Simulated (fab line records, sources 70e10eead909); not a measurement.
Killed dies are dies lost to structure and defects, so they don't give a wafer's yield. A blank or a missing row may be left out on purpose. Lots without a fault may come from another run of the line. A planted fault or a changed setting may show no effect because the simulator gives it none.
A struck lot beside a sound one | flow nand_harc | 15 steps out of a route of 1302
Sound: wafers L429.1, L429.3, L429.5. Struck: wafers L436.1, L436.3, L436.6. The cause comes at the end.
At each step with rows: each side's tool, then ch and its chambers, then its first start. Under that, the readings that differ: sound wafers | struck wafers | difference of the means | sigmas: that difference in standard deviations of wafers without a fault.
alike: readings whose means differ by less than 2 such deviations, and words and numbers that are the same on both sides. not compared: withheld readings, readings that some wafer has no value for, bounds like >300 that may hide the same value, and numbers for which the record gives no deviation and whose values overlap.
The two part at a step that has a row with sigmas, a row that says differs or no value, or rows on one side only. Numbers that don't overlap but have no deviation are shown without sigmas and don't part them. A reading that every wafer of one side lacks parts them only if that side has two wafers or more.

first, 2 steps without rows for these wafers: NHARC_A_CONTACT_STRIP_104 (strips in CF4/CHF3); NHARC_A_CONTACT_STRIP_105 (strips in O2/COS).
NHARC_A_CONTACT_ETCH_106: etches the open film in CF4/O2, target depth 90 nm, overetch 9 nm, time 49.5 s.
  sound on rie_diel-05 ch 0,2, day 24 16:57; struck on rie_diel-05 ch 1,2, day 27 20:20
  alike: chamber_pressure_mTorr, drypump_motor_current_A, oes_product_au, rf_fwd_power_W, rf_vpp_V, showerhead_plenum_p_Torr, throttle_valve_pct
  not compared: rf_hours_counter_h
NHARC_A_CONTACT_STRIP_82: strips in O2.
  sound on rie_diel-05 ch 1,2,3; struck on rie_diel-05 ch 0,3
  reading      | sound          | struck         | difference | sigmas
  rf_vpp_V (V) | 56.4 57.4 56.6 | 57.9 59.6 59.1 | +2.1       | +2
  alike: chamber_pressure_mTorr, drypump_motor_current_A, oes_product_au, showerhead_plenum_p_Torr, throttle_valve_pct
  not compared: rf_hours_counter_h
then, 1 step without rows for these wafers: NHARC_A_CONTACT_STRIP_83 (strips in post etch residue remover, time 600 s).
NHARC_A_CONTACT_DEP_84: deposits aC, target thk 2800 nm.
  sound on acl_dep-03 ch 0, day 24 18:18; struck on acl_dep-01 ch 0, day 27 21:13
  alike: throttle_valve_pct
NHARC_A_CONTACT_DEP_85: deposits SiON, target thk 60 nm.
  sound on pecvd-03 ch 0,2, day 24 20:01; struck on pecvd-03 ch 0,1, day 27 22:59
  alike: heater_power_w, rf_fwd_power_W
then, 5 steps without rows for these wafers: NHARC_A_CONTACT_DEHYDRATE_00 (time 120 s); NHARC_A_CONTACT_HMDS_01 (time 30 s); NHARC_A_CONTACT_COAT_86 (time 75 s); NHARC_A_CONTACT_COAT_87 (time 65 s); NHARC_A_CONTACT_COAT_02 (resist thk 90 nm).
NHARC_A_CONTACT_SOFTBAKE_03: time 55 s.
  sound on litho_track-06 ch 0, day 24 20:00; struck on litho_track-01 ch 0, day 27 23:00
  reading                  | sound                | struck               | difference | sigmas
  heater_power_total_W (W) | 188.36 188.42 188.31 | 323.06 322.84 323.27 | +134.69    | +99 or more
then, 1 step without rows for these wafers: NHARC_A_CONTACT_EBR_04.
-- the record jumps here: 2 days lie between the struck wafers' starts before and after (it left off in module A_CONTACT and takes up again in module END, whose first step shown is number 1302 of the route) --
NHARC_END_SORT_01:
  sound on prober-01 ch 0, day 26 23:25; struck on prober-01 ch 0, day 30 00:31
  alike: killed_at_array, killed_at_other, killed_at_periphery, killed_dies, killed_open, killed_short

WHERE THEY PART
First at NHARC_A_CONTACT_STRIP_82; last, within this record, at NHARC_A_CONTACT_SOFTBAKE_03. Later steps at which nothing parts them and some readings are alike: NHARC_END_SORT_01.

WHY: what the simulator had put in
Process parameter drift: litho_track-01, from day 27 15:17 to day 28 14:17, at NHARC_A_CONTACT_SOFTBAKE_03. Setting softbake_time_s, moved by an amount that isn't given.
